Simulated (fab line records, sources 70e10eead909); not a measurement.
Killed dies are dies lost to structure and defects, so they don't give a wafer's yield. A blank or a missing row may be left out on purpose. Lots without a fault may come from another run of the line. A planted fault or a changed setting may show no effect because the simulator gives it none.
A struck lot beside a sound one | flow nand_harc | 15 steps out of a route of 1302
Sound: wafers L424.1, L424.3, L424.6. Struck: wafer L420.1. (L420.3, L420.6 of the same lot were not struck and are left out.) The cause comes at the end.
At each step with rows: each side's tool, then ch and its chambers, then its first start. Under that, the readings that differ: sound wafers | struck wafers | difference of the means | sigmas: that difference in standard deviations of wafers without a fault.
alike: readings whose means differ by less than 2 such deviations, and words and numbers that are the same on both sides. not compared: withheld readings, readings that some wafer has no value for, bounds like >300 that may hide the same value, and numbers for which the record gives no deviation and whose values overlap.
The two part at a step that has a row with sigmas, a row that says differs or no value, or rows on one side only. Numbers that don't overlap but have no deviation are shown without sigmas and don't part them. A reading that every wafer of one side lacks parts them only if that side has two wafers or more.

first, 1 step without rows for these wafers: NHARC_A_ONON_D1_DEP_00 (target thk 1000 nm).
NHARC_A_ONON_D1_THK_MEAS_02: measures by ellipsometry.
  sound on film_metro-01, day 16 14:44; struck on film_metro-02, day 14 14:36
  alike: thk_nm
then, 1 step without rows for these wafers: NHARC_A_ONON_D1_DEP_03 (target thk 1000 nm).
NHARC_A_ONON_D1_THK_MEAS_05: measures by ellipsometry.
  sound on film_metro-01, day 16 15:18; struck on film_metro-02, day 14 15:10
  alike: thk_nm
then, 1 step without rows for these wafers: NHARC_A_ONON_D1_DEP_06 (target thk 1000 nm).
NHARC_A_ONON_D1_THK_MEAS_08: measures by ellipsometry.
  sound on film_metro-01, day 16 15:52; struck on film_metro-02, day 14 15:44
  alike: thk_nm
then, 1 step without rows for these wafers: NHARC_A_ONON_D1_DEP_09 (target thk 1000 nm).
NHARC_A_ONON_D1_THK_MEAS_11: measures by ellipsometry.
  sound on film_metro-01, day 16 16:26; struck on film_metro-02, day 14 16:19
  alike: thk_nm
then, 1 step without rows for these wafers: NHARC_A_ONON_D1_DEP_12 (target thk 1000 nm).
NHARC_A_ONON_D1_THK_MEAS_14: measures by ellipsometry.
  sound on film_metro-01, day 16 17:00; struck on film_metro-02, day 14 16:53
  reading     | sound          | struck | difference | sigmas
  thk_nm (nm) | 1003 1003 1003 | 980    | -23        | -2
then, 1 step without rows for these wafers: NHARC_A_ONON_D1_ANNEAL_15 (time 3600 s).
NHARC_A_ONON_D1_DEP_16: target thk 1000 nm.
  sound on pecvd_onon-04 ch 0, day 17 00:23; struck on pecvd_onon-03 ch 0, day 15 00:10
  alike: n2_flow_sccm
NHARC_A_ONON_D1_THK_MEAS_18: measures by ellipsometry.
  sound on film_metro-01, day 17 00:55; struck on film_metro-01, day 15 00:41
  reading     | sound       | struck | difference | sigmas
  thk_nm (nm) | 989 989 989 | 1550   | +561       | +40
then, 1 step without rows for these wafers: NHARC_A_ONON_D1_DEP_19 (target thk 1000 nm).
-- the record jumps here: 16 days lie between the struck wafers' starts before and after (it left off in module A_ONON_D1 and takes up again in module END, whose first step shown is number 1302 of the route) --
NHARC_END_SORT_01:
  the record has rows for the struck wafers here (prober-01 ch 0, day 31 12:05) and none for the sound ones

WHERE THEY PART
First at NHARC_A_ONON_D1_THK_MEAS_14; last, within this record, at NHARC_END_SORT_01.

WHY: what the simulator had put in
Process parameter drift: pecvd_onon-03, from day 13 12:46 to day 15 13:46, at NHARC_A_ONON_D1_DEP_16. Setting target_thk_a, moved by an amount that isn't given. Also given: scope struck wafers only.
